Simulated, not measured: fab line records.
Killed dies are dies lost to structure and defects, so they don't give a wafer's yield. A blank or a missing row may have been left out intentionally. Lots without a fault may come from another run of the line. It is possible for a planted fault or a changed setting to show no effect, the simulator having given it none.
Split-lot study | flow n5_finfet | route with 1938 steps; 7 lots, 21 wafers read

== SPLIT DETAILS ==
At N5_BEOL_M10_ILD_DEP_00 (deposits SiCOH lowk from DEMS/porogen, target thk 308.51 nm, time 58 s), the setting temp_c was moved away from the recipe's 300 C on 4 of the 21 wafers read, by -1.9% to +2.0%. This setting was run at the recipe's value on the other wafers.

== THE PATH FROM SPLIT TO READING: the file shows 1 step between them ==
- N5_BEOL_M10_CURE_71: cures SiCOH lowk, time 240 s

== THE READING ==
M10_ILD_THK (nm), taken at N5_BEOL_M10_THK_MEAS_01. On this fab line, fault-free wafers typically give 268.2 nm with a standard deviation of 2.9 nm.

wafer  | tool, chamber at the split | temp_c as run, C | against the recipe | M10_ILD_THK, nm | against lot-mates on the recipe
L074.1 | pecvd-03, 1                | 300              | recipe             | 266.7           | -
L074.3 | pecvd-03, 0                | 300              | recipe             | 269.5           | -
L074.5 | pecvd-03, 1                | 294.3            | -1.9%              | 278.8           | +10.7
L075.2 | pecvd-04, 0                | 300              | recipe             | 266.0           | -
L075.3 | pecvd-04, 2                | 306              | +2.0%              | 257.3           | -8.7
L075.5 | pecvd-04, 0                | 306              | +2.0%              | 260.8           | -5.2
L080.1 | pecvd-03, 1                | 300              | recipe             | 268.1           | -
L080.2 | pecvd-03, 2                | 300              | recipe             | 268.9           | -
L080.6 | pecvd-03, 2                | 300              | recipe             | 271.2           | -
L079.2 | pecvd-01, 2                | 300              | recipe             | 266.9           | -
L079.3 | pecvd-01, 1                | 300              | recipe             | 268.3           | -
L079.4 | pecvd-01, 0                | 300              | recipe             | 271.7           | -
L083.1 | pecvd-04, 0                | 300              | recipe             | 265.4           | -
L083.3 | pecvd-04, 2                | 300              | recipe             | 266.5           | -
L083.6 | pecvd-04, 0                | 300              | recipe             | 269.1           | -
L084.1 | pecvd-03, 1                | 300              | recipe             | 265.8           | -
L084.2 | pecvd-03, 2                | 300              | recipe             | 264.5           | -
L084.3 | pecvd-03, 0                | 300              | recipe             | 263.8           | -
L096.1 | pecvd-01, 0                | 300              | recipe             | 263.7           | -
L096.3 | pecvd-01, 2                | 303.8            | +1.3%              | 258.4           | -6.6
L096.4 | pecvd-01, 2                | 300              | recipe             | 266.2           | -

FIT RESULTS
A straight line over all 21 wafers: M10_ILD_THK changes by -5.02 nm for each +1% of temp_c; r = -0.86; the points scatter about the line by 2.4 nm.
The same after taking each lot's own level away (the mean of its wafers on the recipe; 21 wafers): -4.33 nm for each +1%; r = -0.91; scatter 1.7 nm.
The reading moves by 8.7 nm for the largest change in temp_c, on that fit.
The lots' own levels span 264.70 to 269.40 nm, that is 1.6 times the standard deviation above.
So the lot-to-lot level changes the slope: the two fits differ.
Check: with one of the wafers moved furthest among these (+2.0%) left out of the fit, the line predicts -8.3 nm for it against its lot-mates. Against them it came out at -8.7 nm.

== FURTHER SPLITS ON THESE WAFERS ==
Before the reading, these wafers also passed through other splits. Each is held against what the fit with the lots' levels taken away leaves over:
other split on the same wafers   | wafers away from the commonest value | r with M10_ILD_THK (lot level and that fit taken away)
N5_BEOL_M9_CMP_52 down_force_psi | 5                                    | +0.50

== THE WHOLE CHAIN: every reading that the file lists as answering this split, in the file's order ==
step                    | what it does                                                           | reading                                                                                   | change (the file's fit)              | r (the file's)
N5_BEOL_M10_ILD_DEP_00  | deposits SiCOH lowk from DEMS/porogen, target thk 308.51 nm, time 58 s | SiCOH_lowk_of_BEOL_M10_ILD_DEP_00.thk_nm (the simulator's own value, which no gauge read) | -5.21 nm for each +1% of the setting | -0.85
N5_BEOL_M10_THK_MEAS_01 |                                                                        | M10_ILD_THK                                                                               | -4.6 for each +1% of the setting     | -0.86

== FILE'S OWN FIT ==
M10_ILD_THK changes by -4.6 nm for each +1% of temp_c, r = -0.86.
